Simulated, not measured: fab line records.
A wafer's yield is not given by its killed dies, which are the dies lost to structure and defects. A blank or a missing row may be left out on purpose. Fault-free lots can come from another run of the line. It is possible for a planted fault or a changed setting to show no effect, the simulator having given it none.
fab line records + flow nand_harc
record:
- lots: 13
- wafers: 39
- last_day: 33
route steps=1302 shown A_SGD_CUT@915 A_SLIT@922
lots with no fault: from the same line, run without faults
start_h: hours from the record's first day to the start of the lot's first wafer shown + wait_h: time in hours since the lot's previous step + " same as the row above + L1.1+2: one row covering several wafers at once + - no value present, or no start provided + * or withheld: withheld + < > ~ a bound
route shown NAME@n: NAME is a module with steps in the file, n the number in the route of the first one + usual: mean/standard deviation taken from wafers without a fault + same: alike in all rows + chamber/n: place in a boat + sites: the reading at each site + _std_site: standard deviation across them + _edge_site: outer sites' mean less inner sites' + radius_mm: how far each site lies from the wafer's centre + mask NAME#n: copy n + behind: the last tool/chamber to shape the wafer + hold: what put the lot on hold/how long, in hours/how the hold closed + device: the n, p or np transistor that did not switch + end of line: the route-end tests of the same wafers + step lacking rows: just its recipe + killed: not the wafer's yield, but the dies lost to structure and defects at the first sort + map: per-die view of a wafer (x killed, . not killed, _ where there is no die)
set.NAME: the setting that was run; set.NAME@STEP: the one run at that earlier step + model.NAME: the simulator's own value behind a step, which no gauge read
a sample of lots followed through the steps of the route, with each step as a table and each wafer as a row
services: when a tool's chamber went out of use (start_h, in hours from the record's first day, below 0 if earlier), for how many hours, and the reason
== steps ==
step: NHARC_A_SGD_CUT_CMP_21
recipe:
- target_thk_nm: 148.19
usual:
- motor_current_A: 12.1/1.1
- time_to_endpoint_s: 50.3/2.7
| lot.wafer | tool   | chamber | start_h | wait_h | motor_current_A | time_to_endpoint_s |
|-----------|--------|---------|---------|--------|-----------------|--------------------|
| L418.1    | cmp-04 | 2       | 462.00  | 0.4    | 14.2            | 50.0               |
| L418.3    | "      | 3       | "       | "      | 12.7            | 53.7               |
| L418.2    | "      | 0       | "       | "      | 10.4            | 53.2               |
| L421.3    | cmp-03 | 1       | 479.94  | 0.4    | 13.8            | 53.0               |
| L421.1    | "      | 3       | "       | "      | 13.1            | 56.8               |
| L421.5    | "      | 1       | "       | "      | 13.5            | 52.5               |
| L422.4    | cmp-03 | 3       | 493.50  | 0.4    | 11.8            | 51.3               |
| L422.2    | "      | 1       | "       | "      | 13.2            | 51.4               |
| L422.5    | "      | 2       | "       | "      | 12.5            | 55.0               |
| L423.2    | cmp-01 | 2       | 493.50  | 0.4    | 11.9            | 48.8               |
| L423.4    | "      | 3       | "       | "      | 12.4            | 48.1               |
| L423.5    | "      | 1       | "       | "      | 11.5            | 49.4               |
| L424.2    | cmp-04 | 2       | 517.07  | 0.4    | 13.5            | 49.8               |
| L424.3    | "      | 3       | "       | "      | 12.5            | 52.4               |
| L424.6    | "      | 0       | "       | "      | 10.0            | 50.0               |
| L425.2    | cmp-03 | 0       | 540.83  | 0.4    | 11.7            | 53.9               |
| L425.4    | "      | 1       | "       | "      | 12.4            | 52.8               |
| L425.3    | "      | 2       | "       | "      | 12.5            | 54.3               |
| L427.3    | cmp-04 | 2       | 544.06  | 0.4    | 13.8            | 50.2               |
| L427.4    | "      | 3       | "       | "      | 12.3            | 47.3               |
| L427.5    | "      | 1       | "       | "      | 10.6            | 48.0               |
| L428.1    | cmp-01 | 3       | 544.11  | 0.4    | 11.5            | 47.0               |
| L428.5    | "      | 0       | "       | "      | 12.1            | 49.3               |
| L428.6    | "      | 1       | "       | "      | 12.0            | 52.1               |
| L430.4    | cmp-03 | 0       | 580.14  | 0.5    | 11.4            | 48.6               |
| L430.1    | "      | 1       | "       | "      | 12.9            | 49.1               |
| L430.6    | "      | 3       | "       | "      | 13.1            | 46.8               |
| L433.4    | cmp-03 | 3       | 602.81  | 0.4    | 12.8            | 48.4               |
| L433.1    | "      | 1       | "       | "      | 12.7            | 48.1               |
| L433.5    | "      | 0       | "       | "      | 11.9            | 49.1               |
| L435.4    | cmp-04 | 0       | 624.18  | 0.4    | 9.5             | 45.5               |
| L435.5    | "      | 3       | "       | "      | 12.2            | 47.7               |
| L435.6    | "      | 0       | "       | "      | 10.2            | 50.0               |
| L440.2    | cmp-01 | 0       | 660.25  | 0.4    | 11.3            | 53.6               |
| L440.5    | "      | 2       | "       | "      | 11.1            | 52.9               |
| L440.6    | "      | 3       | "       | "      | 12.4            | 52.6               |
| L439.4    | cmp-03 | 3       | 672.73  | 0.4    | 12.6            | 46.9               |
| L439.2    | "      | 0       | "       | "      | 12.0            | 49.9               |
| L439.6    | "      | 2       | "       | "      | 12.8            | 51.4               |
step: NHARC_A_SLIT_DEP_25
recipe:
- target_thk_a: 2000
- temp_c: 400
- pressure_torr: 6.5
- rf_w: 900
- teos_flow_sccm: 161.4
- flow_sccm: 2650
- target_thk_nm: 200
- gas: O2
- material: SiO2
usual:
- heater_power_outer_w: 351/63
- heater_power_w: 588/78
- throttle_valve_pct: 15.8/0.51
| lot.wafer | tool     | chamber | start_h | wait_h | heater_power_outer_w | heater_power_w | throttle_valve_pct |
|-----------|----------|---------|---------|--------|----------------------|----------------|--------------------|
| L418.2    | pecvd-01 | 1       | 462.76  | 0.1    | 296                  | 507            | 17.0               |
| L418.3    | "        | 2       | "       | "      | 256                  | 474            | 15.5               |
| L418.1    | "        | 0       | "       | "      | 296                  | 525            | 15.7               |
| L421.3    | pecvd-03 | 0       | 480.73  | 0.1    | 353                  | 621            | 15.8               |
| L421.1    | "        | 1       | "       | "      | 378                  | 635            | 15.5               |
| L421.5    | "        | 0       | "       | "      | 365                  | 641            | 15.9               |
| L422.2    | pecvd-02 | 2       | 494.26  | 0.1    | 346                  | 606            | 16.5               |
| L422.5    | "        | 0       | "       | "      | 404                  | 609            | 15.4               |
| L422.4    | "        | 1       | "       | "      | 270                  | 487            | 16.1               |
| L423.2    | pecvd-03 | 2       | 494.26  | 0.1    | 409                  | 629            | 15.5               |
| L423.5    | "        | 2       | "       | "      | 418                  | 641            | 15.4               |
| L423.4    | "        | 0       | "       | "      | 350                  | 611            | 16.0               |
| L424.3    | pecvd-03 | 1       | 517.80  | 0.1    | 338                  | 603            | 15.4               |
| L424.2    | "        | 0       | "       | "      | 407                  | 702            | 15.9               |
| L424.6    | "        | 1       | "       | "      | 360                  | 622            | 15.5               |
| L425.2    | pecvd-03 | 2       | 541.65  | 0.1    | 434                  | 635            | 15.2               |
| L425.3    | "        | 0       | "       | "      | 380                  | 651            | 15.8               |
| L425.4    | "        | 0       | "       | "      | 386                  | 653            | 16.1               |
| L427.3    | pecvd-03 | 1       | 544.87  | 0.1    | 420                  | 687            | 15.5               |
| L427.4    | "        | 2       | "       | "      | 364                  | 564            | 15.3               |
| L427.5    | "        | 0       | "       | "      | 407                  | 703            | 15.8               |
| L428.1    | pecvd-01 | 1       | 544.87  | 0.1    | 345                  | 546            | 16.4               |
| L428.5    | "        | 1       | "       | "      | 348                  | 560            | 16.7               |
| L428.6    | "        | 2       | "       | "      | 308                  | 561            | 15.5               |
| L430.1    | pecvd-02 | 2       | 581.07  | 0.2    | 363                  | 618            | 16.7               |
| L430.6    | "        | 1       | "       | "      | 240                  | 460            | 16.3               |
| L430.4    | "        | 2       | "       | "      | 359                  | 628            | 16.6               |
| L433.1    | pecvd-01 | 0       | 603.64  | 0.1    | 303                  | 536            | 15.4               |
| L433.5    | "        | 0       | "       | "      | 198                  | 385            | 15.2               |
| L433.4    | "        | 1       | "       | "      | 427                  | 648            | 16.8               |
| L435.5    | pecvd-02 | 2       | 625.10  | 0.2    | 362                  | 627            | 16.5               |
| L435.4    | "        | 0       | "       | "      | 423                  | 639            | 15.6               |
| L435.6    | "        | 1       | "       | "      | 222                  | 387            | 15.9               |
| L440.2    | pecvd-03 | 0       | 661.07  | 0.1    | 336                  | 589            | 15.8               |
| L440.5    | "        | 1       | "       | "      | 428                  | 684            | 14.6               |
| L440.6    | "        | 0       | "       | "      | 338                  | 606            | 16.0               |
| L439.2    | pecvd-01 | 0       | 673.53  | 0.1    | 289                  | 507            | 15.9               |
| L439.4    | "        | 2       | "       | "      | 389                  | 667            | 15.8               |
| L439.6    | "        | 1       | "       | "      | 393                  | 619            | 16.6               |
step: NHARC_A_SLIT_SOFTBAKE_04
recipe:
- temp_c: 105
- time_s: 55
usual:
- heater_power_total_W: 188.46/0.14
| lot.wafer | tool           | chamber | start_h | wait_h | heater_power_total_W |
|-----------|----------------|---------|---------|--------|----------------------|
| L418.1    | litho_track-01 | 0       | 467     | -      | 188.35               |
| L418.2    | "              | 0       | "       | "      | 188.45               |
| L418.3    | "              | 0       | "       | "      | 188.48               |
| L421.1    | litho_track-01 | 0       | 485     | -      | 188.37               |
| L421.3    | "              | 0       | "       | "      | 188.29               |
| L421.5    | "              | 0       | "       | "      | 188.35               |
| L422.2    | litho_track-06 | 0       | 498     | -      | 188.37               |
| L422.4    | "              | 0       | "       | "      | 188.29               |
| L422.5    | "              | 0       | "       | "      | 188.36               |
| L423.2    | litho_track-01 | 0       | 500     | -      | 188.41               |
| L423.4    | "              | 0       | "       | "      | 188.40               |
| L423.5    | "              | 0       | "       | "      | 188.70               |
| L424.2    | litho_track-01 | 0       | 522     | -      | 188.62               |
| L424.3    | "              | 0       | "       | "      | 188.32               |
| L424.6    | "              | 0       | "       | "      | 188.45               |
| L425.2    | litho_track-04 | 0       | 546     | -      | 188.36               |
| L425.3    | "              | 0       | "       | "      | 188.73               |
| L425.4    | "              | 0       | "       | "      | 188.39               |
| L427.3    | litho_track-06 | 0       | 550     | -      | 188.34               |
| L427.4    | "              | 0       | "       | "      | 188.33               |
| L427.5    | "              | 0       | "       | "      | 188.32               |
| L428.1    | litho_track-01 | 0       | 550     | -      | 188.45               |
| L428.5    | "              | 0       | "       | "      | 188.40               |
| L428.6    | "              | 0       | "       | "      | 188.46               |
| L430.1    | litho_track-01 | 0       | 585     | -      | 227.97               |
| L430.4    | "              | 0       | "       | "      | 228.06               |
| L430.6    | "              | 0       | "       | "      | 228.19               |
| L433.1    | litho_track-01 | 0       | 608     | -      | 228.17               |
| L433.4    | "              | 0       | "       | "      | 228.46               |
| L433.5    | "              | 0       | "       | "      | 228.10               |
| L435.4    | litho_track-06 | 0       | 630     | -      | 188.46               |
| L435.5    | "              | 0       | "       | "      | 188.32               |
| L435.6    | "              | 0       | "       | "      | 188.35               |
| L440.2    | litho_track-04 | 0       | 665     | -      | 188.49               |
| L440.5    | "              | 0       | "       | "      | 188.74               |
| L440.6    | "              | 0       | "       | "      | 188.35               |
| L439.2    | litho_track-06 | 0       | 680     | -      | 188.45               |
| L439.4    | "              | 0       | "       | "      | 188.35               |
| L439.6    | "              | 0       | "       | "      | 188.47               |
step: NHARC_A_SLIT_DESCUM_14
recipe:
- time_s: 3
- o2_flow_sccm: 200
- ar_flow_sccm: 0
- bias_power_w: 0
- chemistry: O2
usual:
- drypump_motor_current_A: 5.58/0.3
- mfc_ar_sccm: 0.006/0.0089
- oes_product_au: 1.000/0.0095
- rf_vpp_V: 57.9/0.88
- showerhead_plenum_p_Torr: 1.93/0.076
- throttle_valve_pct: 11.312/0.01
| lot.wafer | tool        | chamber | start_h | wait_h | drypump_motor_current_A | mfc_ar_sccm | oes_product_au | rf_hours_counter_h | rf_vpp_V | showerhead_plenum_p_Torr | throttle_valve_pct |
|-----------|-------------|---------|---------|--------|-------------------------|-------------|----------------|--------------------|----------|--------------------------|--------------------|
| L418.1    | rie_diel-02 | 3       | 467.65  | 0.1    | 5.14                    | 0.001       | 0.989          | 4                  | 58.1     | 2.00                     | 11.309             |
| L418.2    | "           | 0       | "       | "      | 5.52                    | 0.020       | 0.989          | 4                  | 58.8     | 2.00                     | 11.315             |
| L418.3    | "           | 2       | "       | "      | 5.88                    | 0           | 1.002          | 5                  | 56.7     | 1.78                     | 11.314             |
| L421.3    | rie_diel-10 | 1       | 485.76  | 0.1    | 5.88                    | 0           | 1.000          | 3                  | 58.7     | 1.84                     | 11.316             |
| L421.1    | "           | 3       | "       | "      | 5.58                    | 0.018       | 0.999          | 3                  | 57.1     | 1.80                     | 11.320             |
| L421.5    | "           | 0       | "       | "      | 5.99                    | 0           | 1.012          | -                  | 57.6     | 1.95                     | 11.320             |
| L422.2    | rie_diel-12 | 2       | 499.49  | 0.1    | 5.40                    | 0.010       | 0.994          | 1                  | 58.0     | 1.97                     | 11.310             |
| L422.4    | "           | 0       | "       | "      | 5.25                    | 0           | 1.007          | 1                  | 58.9     | 1.98                     | 11.312             |
| L422.5    | "           | 1       | "       | "      | 6.06                    | 0           | 1.001          | -                  | 58.2     | 1.94                     | 11.311             |
| L423.4    | rie_diel-12 | 3       | 500.87  | 0.1    | 5.32                    | 0           | 0.998          | 2                  | 58.1     | 2.03                     | 11.310             |
| L423.2    | "           | 0       | "       | "      | 5.30                    | 0           | 1.023          | 2                  | 59.8     | 1.98                     | 11.325             |
| L423.5    | "           | 3       | "       | "      | 5.31                    | 0           | 1.006          | -                  | 57.7     | 2.03                     | 11.312             |
| L424.2    | rie_diel-12 | 3       | 522.82  | 0.1    | 5.32                    | 0           | 0.998          | 4                  | 58.2     | 2.03                     | 11.317             |
| L424.3    | "           | 2       | "       | "      | 5.41                    | 0.010       | 0.998          | 4                  | 58.6     | 1.97                     | 11.323             |
| L424.6    | "           | 3       | "       | "      | 5.34                    | 0           | 1.009          | -                  | 58.0     | 2.03                     | 11.312             |
| L425.3    | rie_diel-12 | 3       | 547.53  | 0.1    | 5.28                    | 0           | 1.000          | 5                  | 57.9     | 2.03                     | 11.288             |
| L425.2    | "           | 0       | "       | "      | 5.27                    | 0           | 1.007          | 5                  | 57.2     | 1.98                     | 11.319             |
| L425.4    | "           | 1       | "       | "      | 6.07                    | 0           | 0.998          | 5                  | 57.9     | 1.94                     | 11.319             |
| L427.4    | rie_diel-02 | 3       | 550.89  | 0.1    | 5.12                    | 0.001       | 0.997          | 9                  | 57.8     | 2.00                     | 11.321             |
| L427.3    | "           | 1       | "       | "      | 5.62                    | 0.025       | 1.004          | 10                 | 58.9     | 1.97                     | 11.316             |
| L427.5    | "           | 3       | "       | "      | 5.13                    | 0.001       | 1.001          | -                  | 58.5     | 2.00                     | 11.319             |
| L428.1    | rie_diel-10 | 3       | 551.27  | 0.1    | 5.60                    | 0.018       | 1.010          | 5                  | 57.3     | 1.80                     | 11.317             |
| L428.5    | "           | 0       | "       | "      | 5.92                    | 0           | 1.020          | -                  | 57.1     | 1.95                     | 11.321             |
| L428.6    | "           | 1       | "       | "      | 5.88                    | 0           | 1.020          | -                  | 57.7     | 1.84                     | 11.313             |
| L430.4    | rie_diel-10 | 2       | 586.03  | 0.1    | 5.32                    | 0.006       | 1.007          | 7                  | 56.4     | 1.91                     | 11.290             |
| L430.1    | "           | 3       | "       | "      | 5.56                    | 0.018       | 1.007          | 6                  | 57.9     | 1.80                     | 11.317             |
| L430.6    | "           | 1       | "       | "      | 5.88                    | 0           | 0.989          | -                  | 57.8     | 1.84                     | 11.295             |
| L433.1    | rie_diel-02 | 1       | 609.11  | 0.1    | 5.59                    | 0.025       | 0.996          | 1                  | 58.6     | 1.97                     | 11.302             |
| L433.4    | "           | 2       | "       | "      | 5.89                    | 0           | 1.002          | 1                  | 56.9     | 1.78                     | 11.312             |
| L433.5    | "           | 1       | "       | "      | 5.61                    | 0.025       | 1.005          | -                  | 58.2     | 1.97                     | 11.324             |
| L435.4    | rie_diel-02 | 3       | 631.11  | 0.1    | 5.15                    | 0.001       | 0.989          | 3                  | 58.4     | 2.00                     | 11.307             |
| L435.6    | "           | 3       | "       | "      | 5.15                    | 0.001       | 1.000          | -                  | 56.9     | 2.00                     | 11.304             |
| L435.5    | "           | 0       | "       | "      | 5.52                    | 0.020       | 0.980          | -                  | 58.6     | 2.00                     | 11.317             |
| L440.2    | rie_diel-10 | 2       | 666.17  | 0.1    | 5.32                    | 0.006       | 0.984          | 3                  | 57.8     | 1.91                     | 11.309             |
| L440.5    | "           | 0       | "       | "      | 5.99                    | 0           | 1.002          | -                  | 57.0     | 1.95                     | 11.315             |
| L440.6    | "           | 1       | "       | "      | 5.88                    | 0           | 0.989          | -                  | 57.4     | 1.84                     | 11.335             |
| L439.2    | rie_diel-12 | 3       | 680.58  | 0.1    | 5.33                    | 0           | 1.009          | 3                  | 59.5     | 2.03                     | 11.310             |
| L439.6    | "           | 0       | "       | "      | 5.28                    | 0           | 1.005          | -                  | 57.2     | 1.98                     | 11.298             |
| L439.4    | "           | 3       | "       | "      | 5.34                    | 0           | 1.000          | -                  | 57.0     | 2.03                     | 11.293             |
== services ==
| tool           | chamber | start_h | hours | kind   |
|----------------|---------|---------|-------|--------|
| rie_diel-12    | -       | 445.46  | 9.0   | pm     |
| cmp-03         | -       | 456.04  | 4.0   | pm     |
| rie_diel-02    | -       | 482.22  | 1.5   | repair |
| cmp-03         | -       | 489.36  | 3.2   | repair |
| pecvd-01       | -       | 492.68  | 13.0  | pm     |
| cmp-04         | -       | 493.37  | 1.6   | repair |
| cmp-04         | -       | 504.20  | 4.0   | pm     |
| litho_track-01 | -       | 505.00  | 7.0   | pm     |
| cmp-03         | -       | 514.07  | 15.8  | repair |
| rie_diel-12    | 0       | 514.87  | 4.9   | repair |
| litho_track-06 | -       | 529.00  | 7.0   | pm     |
| pecvd-03       | -       | 547.16  | 13.0  | pm     |
| cmp-03         | -       | 554.09  | 4.0   | pm     |
| rie_diel-02    | -       | 570.71  | 9.0   | pm     |
| cmp-04         | -       | 572.98  | 3.3   | repair |
| rie_diel-10    | 0       | 573.96  | 8.0   | repair |
| rie_diel-10    | -       | 596.53  | 9.0   | pm     |
| rie_diel-12    | -       | 622.46  | 9.0   | pm     |
| pecvd-03       | -       | 627.12  | 0.3   | repair |
| cmp-03         | -       | 652.09  | 4.0   | pm     |
| cmp-03         | -       | 659.86  | 2.9   | repair |
| rie_diel-12    | 2       | 659.92  | 20.8  | repair |
| cmp-03         | -       | 669.12  | 3.1   | repair |
| litho_track-01 | -       | 680.00  | 7.0   | pm     |
== key ==
first_sign:
- step: NHARC_A_SLIT_SOFTBAKE_04
- reading: heater_power_total_W
- direction: up
- sigmas: 99+
- usual: *
- struck: *
effect none on later readings
met_at NHARC_A_SLIT_SOFTBAKE_04
struck_lots L430,L433
tester_left_out L430,L433
not_acting_at NHARC_A_SGD_CUT_CMP_21,NHARC_A_SLIT_DEP_25,NHARC_A_SLIT_DESCUM_14
fault:
- kind: process_parameter_drift
- tool: litho_track-01
- chamber: -
- onset_h: 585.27
- steps: NHARC_A_SLIT_SOFTBAKE_04
- channel: time_s
- offset: *
- shape: step
- end_h: 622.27
- acts_in: *
- stated: *
tester_left_out: of these lots the tester's yield and bins aren't shown, on N5 and GAA mostly nor the transistor test; their killed dies are dies lost to structure and defects alone, not to doping, threshold or leakage, so they don't give the yield
